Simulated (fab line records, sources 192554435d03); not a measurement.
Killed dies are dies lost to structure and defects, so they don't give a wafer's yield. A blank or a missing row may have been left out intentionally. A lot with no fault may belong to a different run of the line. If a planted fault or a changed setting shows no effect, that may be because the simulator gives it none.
A struck lot beside a sound one / flow n5Finfet / 24 out of 1938 route steps
Sound: the wafers L311.1, L311.5, L311.6. The struck wafers were L317.1, L317.3, L317.4. The cause is given at the end.
For every step that has rows: the tool of each side, followed by ch and its chambers, followed by its first start. Under that, the readings that differ: sound wafers / struck wafers / difference of the means / sigmas: that difference in standard deviations of wafers without a fault.
alike: same words and numbers on both sides, and readings whose means sit less than 2 such deviations apart. not compared: any withheld reading, any reading some wafer has no value for, any bound like >300 that may hide the same value, and any number with overlapping values for which the record gives no deviation.
The two part at a step that has a row with sigmas, a row that says differs or no value, or rows on one side only. Numbers that don't overlap but have no deviation are shown without sigmas and don't part them. A reading that every wafer of one side lacks parts them only if that side has two wafers or more.

N5_BEOL_M10_THK_MEAS_53: measures by xrf.
  sound: filmMetro-02 at day 11 09:48; struck: filmMetro-02 at day 12 11:55
  alike: M10_THK
then, 2 steps without rows for these wafers: N5_BEOL_M10_PRE_CLEAN_55 (time 15 s); N5_BEOL_M10_DEP_56 (deposits SiCN from 3MS/NH3, target thk 15 nm, time 26.5 s).
N5_BEOL_M10_RS_MEAS_57: measurement is done with a four-point probe.
  sound: filmMetro-02 at day 11 09:56; struck: filmMetro-01 at day 12 12:03
  alike: M10_RS
N5_BEOL_M10_INSPECT_58: inspects for defects (darkfield).
  sound: defectInspect-02 at day 11 09:58; struck: defectInspect-02 at day 12 12:05
  alike: rawDefectCount
N5_BEOL_M11_ILD_DEP_00: deposits SiCOH lowk from DEMS/porogen, target thk 308.51 nm, time 58 s.
  sound on pecvd-01 ch 0,2, day 11 10:00; struck on pecvd-02 ch 0,1, day 12 12:07
  alike: heaterPowerW, showerheadPlenumPTorr, throttleValvePct
N5_BEOL_M11_CURE_71: cures SiCOH lowk, time 240 s.
  sound on uvCure-03 ch 2, day 11 10:05; struck on uvCure-02 ch 0, day 12 12:11
reading=wafer_temp_C_max; sound=386.6 387.0 387.6; struck=385.7 385.8 385.9; difference=-1.3; sigmas=-2
  alike: lampPowerPct
N5_BEOL_M11_THK_MEAS_01:
  sound: filmMetro-02 at day 11 10:35; struck: filmMetro-01 at day 12 12:43
  alike: M11_ILD_THK
N5_BEOL_M11_PECVD_70: deposits SiO2 from TEOS/O2, target thk 20 nm, time 22.7 s.
  sound on pecvd-03 ch 0,1,2, day 11 10:38; struck on pecvd-03 ch 0,2, day 12 12:44
  alike: heaterPowerW, showerheadPlenumPTorr, throttleValvePct
then, 3 steps without rows for these wafers: N5_BEOL_M11_HM_DEP_02 (deposits TiN, target thk 20 nm); N5_BEOL_M11_COAT_59 (time 60 s, resist thk 100 nm); N5_BEOL_M11_COAT_60 (time 60 s, resist thk 30 nm).
N5_BEOL_M11_COAT_05: resist thk 90 nm.
  sound on lithoTrack-04 ch 0, day 11 11:40; struck on lithoTrack-03 ch 0, day 12 14:34
reading=spinSpeedRpm (rpm); sound=1501.1 1501.2 1501.2; struck=1364.1 1365.5 1366.1; difference=-135.9; sigmas=-99 or more
reading=model.CAR-ArF_of_BEOL_M11_COAT_05.thkNm (nm); sound=90 90 90; struck=94.2 94.6 94.2; difference=+4.3; sigmas=
then, 5 steps without rows for these wafers: N5_BEOL_M11_EBR_07; N5_BEOL_M11_SOFTBAKE_06 (time 60 s); N5_BEOL_M11_EXPOSE_08 (exposes mask M11); N5_BEOL_M11_PEB_09 (peb time 60 s); N5_BEOL_M11_DEVELOP_10 (develop time 30 s).
N5_BEOL_M11_CD_MEAS_11 targets a cd of 64.1 nm.
  sound on cdSem-01 ch 0, day 11 12:01; struck on cdSem-01 ch 0, day 12 14:55
  alike: cdNm
N5_BEOL_M11_OVL_MEAS_12:
  sound on overlay-02 ch 0, day 11 12:03; struck on overlay-01 ch 0, day 12 14:57
  alike: M11_OVL
N5_BEOL_M11_INSPECT_13: inspects for defects (brightfield).
  sound: defectInspect-01 at day 11 12:04; struck: defectInspect-01 at day 12 14:59
  alike: rawDefectCount
N5_BEOL_M11_DESCUM_16: chemistry O2, time 7.9 s.
  sound on rieDiel-06 ch 2,3, day 11 12:07; struck on rieDiel-06 ch 0,2,3, day 12 15:01
  alike: drypumpMotorCurrentA, oesProductAu, rfVppV, showerheadPlenumPTorr, throttleValvePct
  not compared: rfHoursCounterH
N5_BEOL_M11_ETCH_61: etches SiARC in CF4, target depth 39 nm, time 65 s.
  sound on rieDiel-06 ch 2,3, day 11 12:08; struck on rieDiel-06 ch 0,2,3, day 12 15:03
reading=model.CAR-ArF_of_BEOL_M11_COAT_05.thkNm (nm); sound=55.6 55.6 55.6; struck=60 60.2 59.6; difference=+4; sigmas=
  alike: drypumpMotorCurrentA, etchRfOnTimeS, oesProductAu, rfVppV, showerheadPlenumPTorr, throttleValvePct
  not compared: rfHoursCounterH
N5_BEOL_M11_ETCH_62: etches SOC in N2/H2, target depth 110 nm, overetch 22 nm, time 165 s.
  sound on rieDiel-06 ch 2,3, day 11 12:11; struck on rieDiel-06 ch 0,2,3, day 12 15:06
  alike: drypumpMotorCurrentA, oesProductAu, rfVppV, showerheadPlenumPTorr, throttleValvePct
  not compared: rfHoursCounterH

WHERE THEY PART
First at N5_BEOL_M11_CURE_71; last, within this record, at N5_BEOL_M11_COAT_05. Later steps at which nothing parts them and some readings are alike: N5_BEOL_M11_CD_MEAS_11, N5_BEOL_M11_OVL_MEAS_12, N5_BEOL_M11_INSPECT_13, N5_BEOL_M11_DESCUM_16, N5_BEOL_M11_ETCH_61, N5_BEOL_M11_ETCH_62.

WHY: the cause the simulator had injected
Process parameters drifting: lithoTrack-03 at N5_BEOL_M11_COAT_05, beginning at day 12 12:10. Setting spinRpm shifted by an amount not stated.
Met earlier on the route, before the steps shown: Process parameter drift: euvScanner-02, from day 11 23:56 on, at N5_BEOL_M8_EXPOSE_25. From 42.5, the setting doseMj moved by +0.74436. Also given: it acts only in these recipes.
